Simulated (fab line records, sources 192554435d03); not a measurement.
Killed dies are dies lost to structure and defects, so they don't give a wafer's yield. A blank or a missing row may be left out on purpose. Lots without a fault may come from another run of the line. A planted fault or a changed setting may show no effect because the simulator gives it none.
fab line records | flow n5_finfet | part 2 of 2: steps 5 to 6 of 6
record lots=21 wafers=63 last_day=19
route steps=1938 shown BEOL_M0_SAQP@639
lots that met no fault: from a run of the same line without faults
start_h: hours from the record's first day to the start of the lot's first wafer shown | wait_h: hours since the lot's step before | " the same as in the row above | L1.1+2: a row that stands for several wafers | - no value, or no start given | * or withheld: withheld | < > ~ a bound
route shown NAME@n: a module of which the file shows steps, and the number in the route of the first | usual: mean/standard deviation of fault-free wafers | same: alike in all rows | chamber/n: place in a boat | sites: the reading at each site | _std_site: their standard deviation | _edge_site: outer sites' mean less inner sites' | radius_mm: how far each site lies from the wafer's centre | mask NAME#n: copy n | behind: the tool/chamber that last shaped the wafer | hold: why the lot was held/for how many hours/how that ended | device: the transistor (n, p or np) that didn't switch | end of line: the same wafers' tests at the end of the route | a step without rows: its recipe alone | killed: dies lost to structure and defects at the first sort, not the wafer's yield | map: a wafer's dies, x killed, . not, _ none there
set.NAME: the setting as run; set.NAME@STEP: as run at that earlier step | model.NAME: the simulator's own value behind a step, which no gauge read
steps of the route over a sample of lots; a table a step, a row a wafer
services: from which hour (start_h, from the record's first day; less than 0 if before it) a tool's chamber was out of use, for how many hours, and why
## steps
# step N5_BEOL_M0_SAQP_MANDREL_ETCH_103
# recipe chemistry=HBr/Cl2 target=a-Si target_depth_a=450 bt_time_s=10 stop_on=SiCN mask_material=SiO2 over_etch_frac=0.8 time_s=27 pressure_mtorr=10 icp_w=800 bias_w=75 HBr_flow_sccm=150 Cl2_flow_sccm=80 ends=end_point
# usual drypump_motor_current_A=5.35/0.26 oes_product_au=0.682/0.0099 throttle_valve_pct=35.6/0.46
# columns lot.wafer tool chamber start_h wait_h drypump_motor_current_A oes_product_au rf_hours_counter_h throttle_valve_pct
L074.2 rie_si-05 3 111.13 0.0 5.71 0.676 6 35.7
L074.3 " 1 " " 5.56 0.676 181 35.1
L074.5 " 1 " " 5.56 0.677 - 35.0
L076.1 rie_si-01 0 123.86 0.0 5.53 0.689 101 35.6
L076.2 " 3 " " 5.53 0.674 194 35.3
L076.6 " 1 " " 4.84 0.674 - 36.1
L077.3 rie_si-05 0 129.93 0.0 5.04 0.678 169 35.2
L077.4 " 2 " " 5.45 0.671 139 35.7
L077.5 " 0 " " 5.04 0.671 - 35.2
L078.1 rie_si-03 2 132.94 0.0 5.25 0.671 94 35.7
L078.2 " 3 " " 4.96 0.673 64 35.4
L078.4 " 1 " " 5.41 0.668 7 34.9
L079.1 rie_si-01 1 139.76 0.0 4.86 0.673 85 36.1
L079.3 " 3 " " 5.53 0.682 194 35.3
L079.6 " 2 " " 5.33 0.706 - 36.4
L080.1 rie_si-01 0 144.32 0.0 5.54 0.680 101 35.6
L080.2 " 2 " " 5.34 0.694 156 36.4
L080.6 " 3 " " 5.53 0.689 - 35.3
L081.1 rie_si-03 1 150.51 0.0 5.41 0.668 8 34.9
L081.4 " 2 " " 5.26 0.687 94 35.6
L081.6 " 2 " " 5.23 0.688 - 35.6
L082.2 rie_si-01 0 162.69 0.0 5.57 0.698 102 35.6
L082.4 " 0 " " 5.55 0.683 - 35.6
L082.5 " 2 " " 5.36 0.695 - 36.4
L083.2 rie_si-05 3 165.41 0.0 5.71 0.680 7 35.7
L083.3 " 0 " " 5.04 0.676 170 35.3
L083.4 " 2 " " 5.46 0.672 140 35.7
L084.4 rie_si-01 2 175.33 0.0 5.36 0.694 156 36.4
L084.5 " 2 " " 5.32 0.682 - 36.4
L084.6 " 3 " " 5.51 0.678 - 36.0
L085.3 rie_si-03 1 178.74 0.0 5.44 0.665 8 34.9
L085.4 " 0 " " 5.44 0.691 171 35.0
L085.5 " 3 " " 4.95 0.696 - 35.4
L087.3 rie_si-03 0 185.48 0.0 5.46 0.673 171 35.0
L087.4 " 1 " " 5.42 0.679 8 34.9
L087.6 " 0 " " 5.46 0.677 - 35.0
L088.1 rie_si-03 0 195.56 0.0 5.44 0.674 171 35.0
L088.3 " 3 " " 4.97 0.676 65 35.4
L088.4 " 1 " " 5.43 0.667 8 34.9
L089.1 rie_si-01 1 201.55 0.0 4.85 0.667 86 36.1
L089.2 " 3 " " 5.53 0.695 1 36.0
L089.6 " 1 " " 4.85 0.672 - 36.1
L090.1 rie_si-01 3 203.97 0.0 5.53 0.683 1 36.0
L090.2 " 2 " " 5.34 0.668 157 36.4
L090.4 " 1 " " 4.84 0.681 86 36.1
L092.1 rie_si-01 2 216.37 0.0 5.37 0.687 157 36.4
L092.3 " 1 " " 4.85 0.679 86 36.1
L092.4 " 3 " " 5.51 0.682 1 36.0
L093.1 rie_si-05 3 223.72 0.0 5.71 0.690 8 35.7
L093.2 " 0 " " 5.05 0.669 171 35.3
L093.5 " 2 " " 5.43 0.680 - 35.7
L094.1 rie_si-03 1 231.05 0.0 5.44 0.675 9 34.9
L094.3 " 2 " " 5.25 0.691 96 35.6
L094.5 " 1 " " 5.42 0.676 - 34.9
L095.4 rie_si-01 2 239.93 0.0 5.34 0.704 158 36.4
L095.5 " 3 " " 5.54 0.705 - 36.0
L095.6 " 0 " " 5.53 0.700 - 35.6
L096.3 rie_si-05 3 243.30 0.0 5.69 0.680 8 35.7
L096.5 " 3 " " 5.71 0.692 - 35.7
L096.6 " 0 " " 5.02 0.683 - 35.3
L097.2 rie_si-05 2 254.19 0.0 5.48 0.678 141 35.7
L097.3 " 1 " " 5.54 0.684 183 35.0
L097.5 " 1 " " 5.56 0.693 - 35.0
# step N5_BEOL_M0_SAQP_ETCH_106
# recipe chemistry=N2/H2 target=SOC target_depth_a=1500 stop_on=SiNx ion_energy_ev=100 bias_w=61 pressure_mtorr=30 source_w=850 n2_flow_sccm=200 h2_flow_sccm=200
# usual drypump_motor_current_A=5.85/0.28 oes_product_au=0.77/0.075 rf_vpp_V=240.1/1.3 showerhead_plenum_p_Torr=2.49/0.074 throttle_valve_pct=17.86/0.19
# columns lot.wafer tool chamber start_h wait_h drypump_motor_current_A oes_product_au rf_hours_counter_h rf_vpp_V showerhead_plenum_p_Torr throttle_valve_pct
L074.2 rie_diel-03 0 111.76 - 6.40 0.67 248 238.7 2.48 17.96
L074.3 " 1 " " 5.93 0.79 117 240.4 2.57 17.90
L074.5 " 3 " " 5.71 0.77 - 238.6 2.45 18.05
L076.1 rie_diel-06 2 124.39 - 5.34 0.69 238 238.6 2.43 18.31
L076.2 " 0 " " 5.57 0.89 22 240.7 2.49 17.62
L076.6 " 1 " " 5.65 0.76 - 240.6 2.45 17.91
L077.3 rie_diel-03 2 130.64 - 6.07 0.71 183 239.2 2.43 17.71
L077.4 " 3 " " 5.70 0.77 - 240.5 2.45 18.07
L077.5 " 1 " " 5.99 0.79 - 241.3 2.57 17.92
L078.1 rie_diel-03 1 133.61 - 5.99 0.77 125 240.3 2.57 17.92
L078.2 " 3 " " 5.71 0.76 155 239.1 2.45 18.06
L078.4 " 3 " " 5.72 0.77 - 238.7 2.45 18.05
L079.1 rie_diel-05 0 140.29 - 5.50 0.99 2 242.7 2.62 18.07
L079.3 " 1 " " 5.78 0.75 148 241.9 2.66 17.75
L079.6 " 0 " " 5.49 0.99 - 242.3 2.62 18.06
L080.1 rie_diel-03 3 144.85 - 5.71 0.76 159 239.5 2.45 18.09
L080.2 " 1 " " 6.00 0.78 129 240.9 2.57 17.91
L080.6 " 3 " " 5.70 0.76 - 239.8 2.45 18.10
L081.1 rie_diel-03 3 151.04 - 5.70 0.76 162 238.6 2.45 18.10
L081.4 " 1 " " 5.98 0.78 - 239.4 2.56 17.92
L081.6 " 2 " " 6.09 0.70 - 239.7 2.42 17.72
L082.2 rie_diel-05 3 163.22 - 5.96 0.83 62 241.4 2.60 18.12
L082.4 " 2 " " 5.32 0.69 189 241.2 2.49 17.63
L082.5 " 2 " " 5.33 0.70 - 240.5 2.49 17.64
L083.2 rie_diel-05 2 165.94 - 5.34 0.69 189 241.6 2.49 17.64
L083.3 " 1 " " 5.81 0.75 154 241.6 2.65 17.75
L083.4 " 3 " " 6.00 0.83 63 241.7 2.60 18.13
L084.4 rie_diel-03 0 175.93 - 6.45 0.92 7 239.4 2.48 17.56
L084.5 " 1 " " 5.96 0.77 - 241.8 2.56 17.93
L084.6 " 2 " " 6.07 0.69 - 238.9 2.42 17.76
L085.3 rie_diel-06 3 179.35 - 5.85 0.77 134 238.4 2.43 17.66
L085.4 " 1 " " 5.63 0.75 166 239.5 2.45 17.96
L085.5 " 1 " " 5.64 0.75 - 239.7 2.45 17.96
L087.3 rie_diel-05 3 186.01 - 5.95 0.81 69 240.3 2.60 18.13
L087.4 " 2 " " 5.32 0.68 195 241.4 2.49 17.64
L087.6 " 2 " " 5.33 0.69 - 241.3 2.49 17.63
L088.1 rie_diel-03 0 196.37 - 6.42 0.89 13 240.4 2.48 17.56
L088.3 " 2 " " 6.05 0.69 205 237.4 2.42 17.74
L088.4 " 1 " " 5.98 0.76 144 241.3 2.56 17.96
L089.1 rie_diel-06 0 202.08 - 5.56 0.86 44 240.0 2.48 17.65
L089.2 " 3 " " 5.89 0.77 142 239.5 2.42 17.64
L089.6 " 0 " " 5.56 0.86 - 240.7 2.48 17.64
L090.1 rie_diel-06 0 204.50 - 5.56 0.85 44 239.7 2.48 17.64
L090.2 " 1 " " 5.65 0.75 174 239.3 2.44 17.97
L090.4 " 3 " " 5.89 0.76 - 240.4 2.42 17.65
L092.1 rie_diel-03 0 216.91 - 6.41 0.88 21 240.3 2.47 17.57
L092.3 " 1 " " 6.00 0.76 152 240.9 2.56 17.96
L092.4 " 0 " " 6.41 0.87 - 240.4 2.47 17.59
L093.1 rie_diel-03 3 224.25 - 5.71 0.74 182 239.9 2.44 18.12
L093.2 " 2 " " 6.06 0.68 216 237.3 2.41 17.76
L093.5 " 0 " " 6.42 0.88 - 239.1 2.47 17.59
L094.1 rie_diel-06 1 231.69 - 5.64 0.73 182 238.4 2.44 17.98
L094.3 " 0 " " 5.58 0.84 51 239.3 2.47 17.65
L094.5 " 1 " " 5.64 0.74 - 239.3 2.44 17.96
L095.4 rie_diel-06 1 240.48 - 5.67 0.73 - 236.6 2.44 17.99
L095.5 " 3 " " 5.90 0.75 - 239.5 2.42 17.67
L095.6 " 0 " " 5.57 0.84 - 239.3 2.47 17.67
L096.3 rie_diel-03 3 243.83 - 5.71 0.74 188 239.2 2.44 18.13
L096.5 " 2 " " 6.08 0.68 - 239.9 2.41 17.79
L096.6 " 1 " " 5.99 0.75 - 240.3 2.55 17.99
L097.2 rie_diel-03 0 254.72 - 6.40 0.86 33 242.7 2.47 17.59
L097.3 " 2 " " 6.05 0.68 226 239.7 2.41 17.79
L097.5 " 2 " " 6.04 0.68 - 239.2 2.41 17.79
## services
# columns tool chamber start_h hours kind
rie_diel-05 0 87.02 11.6 repair
rie_diel-06 - 90.88 0.7 repair
rie_diel-03 0 116.90 - clean
rie_diel-03 0 116.90 - consumable_replace:esc
rie_diel-03 0 116.90 - consumable_replace:focus_ring
rie_diel-03 0 116.90 35.8 scheduled_down
rie_diel-03 0 116.90 35.8 vent_cycle
rie_si-01 - 117.01 2.8 pm
rie_diel-03 1 154.43 5.8 repair
rie_diel-06 3 165.87 11.5 repair
rie_diel-06 2 182.28 6.3 repair
rie_diel-06 2 188.79 - clean
rie_diel-06 2 188.79 - consumable_replace:focus_ring
rie_diel-06 2 188.79 - consumable_replace:showerhead
rie_diel-06 2 188.79 20.9 scheduled_down
rie_diel-06 2 188.79 20.9 vent_cycle
rie_diel-03 3 204.13 13.8 repair
rie_diel-06 - 216.83 4.3 pm
rie_si-03 - 220.32 2.3 repair
rie_si-05 3 226.41 1.1 repair
rie_diel-05 3 228.51 2.4 repair
rie_si-01 0 229.09 4.8 repair
rie_diel-06 2 235.86 5.7 repair
rie_diel-05 - 249.68 4.3 pm
